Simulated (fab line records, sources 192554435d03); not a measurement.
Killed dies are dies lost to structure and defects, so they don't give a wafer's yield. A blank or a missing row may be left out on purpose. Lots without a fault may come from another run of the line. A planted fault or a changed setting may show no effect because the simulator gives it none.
Chamber matching | flow n5_finfet | N5_BEOL_M1_STRIP_66 on rie_diel-02: 4 sister chambers
The step strips in CF4. 20 wafers are shown with their chamber, then 10 later ones without.

WAFERS WITH THEIR CHAMBER
wafer  | chamber | showerhead_plenum_p_Torr (Torr) | drypump_motor_current_A (A) | throttle_valve_pct (%)
L074.3 | 1       | 1.78                            | 6.5                         | 13.62
L074.4 | 3       | 1.77                            | 5.1                         | 13.88
L074.5 | 2       | 1.86                            | 5.4                         | 13.39
L083.1 | 3       | 1.77                            | 5.0                         | 13.92
L083.2 | 0       | 1.73                            | 5.5                         | 13.34
L083.3 | 2       | 1.86                            | 5.4                         | 13.43
L083.4 | 1       | 1.78                            | 6.5                         | 13.63
L083.5 | 0       | 1.73                            | 5.5                         | 13.35
L083.6 | 1       | 1.78                            | 6.5                         | 13.63
L084.1 | 2       | 1.86                            | 5.3                         | 13.41
L084.4 | 1       | 1.78                            | 6.6                         | 13.64
L084.5 | 0       | 1.73                            | 5.6                         | 13.33
L091.1 | 2       | 1.85                            | 5.4                         | 13.44
L091.3 | 1       | 1.78                            | 6.5                         | 13.64
L091.6 | 3       | 1.77                            | 5.1                         | 13.91
L092.1 | 0       | 1.73                            | 5.5                         | 13.38
L092.2 | 3       | 1.77                            | 5.0                         | 13.93
L092.3 | 2       | 1.85                            | 5.4                         | 13.46
L092.4 | 1       | 1.78                            | 6.5                         | 13.67
L092.5 | 2       | 1.85                            | 5.4                         | 13.45

SIGNATURES (means of the wafers above)
reading                  | chamber 0 | chamber 1 | chamber 2 | chamber 3 | scatter within a chamber
showerhead_plenum_p_Torr | 1.7300    | 1.7800    | 1.8550    | 1.7700    | 0.00306
drypump_motor_current_A  | 5.525     | 6.517     | 5.383     | 5.050     | 0.0462
throttle_valve_pct       | 13.3500   | 13.6383   | 13.4300   | 13.9100   | 0.0219
Rule: a wafer's distance from a chamber is the root of the sum, over the readings, of the square of ((its reading less the chamber's mean) divided by the reading's scatter). The wafer belongs to the nearest chamber; if the next one is less than 2 further off, it can't be placed. The scatter: the root of (the sum of the squares of (reading less its chamber's mean) over the shown wafers, divided by (wafers less chambers)).

WAFERS WITHOUT THEIR CHAMBER
wafer  | showerhead_plenum_p_Torr (Torr) | drypump_motor_current_A (A) | throttle_valve_pct (%)
L092.6 | 1.78                            | 6.5                         | 13.66
L093.2 | 1.77                            | 5.1                         | 13.95
L093.3 | 1.73                            | 5.6                         | 13.39
L093.6 | 1.85                            | 5.4                         | 13.46
L094.1 | 1.77                            | 6.5                         | 13.67
L094.4 | 1.73                            | 5.5                         | 13.41
L094.5 | 1.77                            | 6.5                         | 13.70
L096.1 | 1.73                            | 5.5                         | 13.38
L096.3 | 1.85                            | 5.4                         | 13.46
L096.6 | 1.77                            | 6.5                         | 13.69

WHICH CHAMBER EACH WENT THROUGH
wafer  | from the rows above | in truth
L092.6 | 1                   | 1
L093.2 | 3                   | 3
L093.3 | 0                   | 0
L093.6 | 2                   | 2
L094.1 | 1                   | 1
L094.4 | 0                   | 0
L094.5 | 1                   | 1
L096.1 | 0                   | 0
L096.3 | 2                   | 2
L096.6 | 1                   | 1
Placed correctly: 10 of 10. Can't be placed from these rows: 0. Placed wrongly: 0.
